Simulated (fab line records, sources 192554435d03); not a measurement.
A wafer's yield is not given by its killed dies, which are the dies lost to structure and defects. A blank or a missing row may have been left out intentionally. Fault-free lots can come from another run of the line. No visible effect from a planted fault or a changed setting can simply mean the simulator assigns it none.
Matching of chambers || flow n5Finfet || aldHk-03 running N5_HKMG_FIN_ALD_74: 4 sister chambers
The step deposits La2O3, target thk 0.5 nm, pulse time 6 s, co reactant pulse time 1 s. 4 wafers are shown with their chamber, then 8 later ones without.

## WAFERS WITH THEIR CHAMBER
{"wafer": "L080.1", "chamber": 1, "heaterPowerW (W)": 367}
{"wafer": "L080.5", "chamber": 0, "heaterPowerW (W)": 300}
{"wafer": "L081.5", "chamber": 3, "heaterPowerW (W)": 410}
{"wafer": "L082.1", "chamber": 2, "heaterPowerW (W)": 333}

## WAFERS MISSING THEIR CHAMBER
{"wafer": "L082.2", "heaterPowerW (W)": 401}
{"wafer": "L082.3", "heaterPowerW (W)": 368}
{"wafer": "L095.1", "heaterPowerW (W)": 371}
{"wafer": "L095.3", "heaterPowerW (W)": 300}
{"wafer": "L095.4", "heaterPowerW (W)": 403}
{"wafer": "L097.2", "heaterPowerW (W)": 330}
{"wafer": "L097.5", "heaterPowerW (W)": 380}
{"wafer": "L097.6", "heaterPowerW (W)": 303}

## WHICH CHAMBER EACH ONE RAN IN
{"wafer": "L082.2", "from the rows above": 3, "in truth": 3}
{"wafer": "L082.3", "from the rows above": 1, "in truth": 1}
{"wafer": "L095.1", "from the rows above": 1, "in truth": 1}
{"wafer": "L095.3", "from the rows above": 0, "in truth": 0}
{"wafer": "L095.4", "from the rows above": 3, "in truth": 3}
{"wafer": "L097.2", "from the rows above": 2, "in truth": 2}
{"wafer": "L097.5", "from the rows above": 1, "in truth": 1}
{"wafer": "L097.6", "from the rows above": 0, "in truth": 0}
Correct placement for 8 of the 8. Left unplaced by these rows: 0. 0 placed wrongly.
How it was worked out, from the rows above alone: a wafer's distance from a chamber is the root of the sum, over the readings, of the square of ((its reading less the chamber's mean) divided by the reading's scatter). The wafer belongs to the nearest chamber; if the next one is less than 2 further off, it can't be placed. Each chamber's mean is taken over the wafers shown for it. The scatter: root of mean squared gap, hidden wafer to nearest shown wafer, with one shown wafer a chamber.
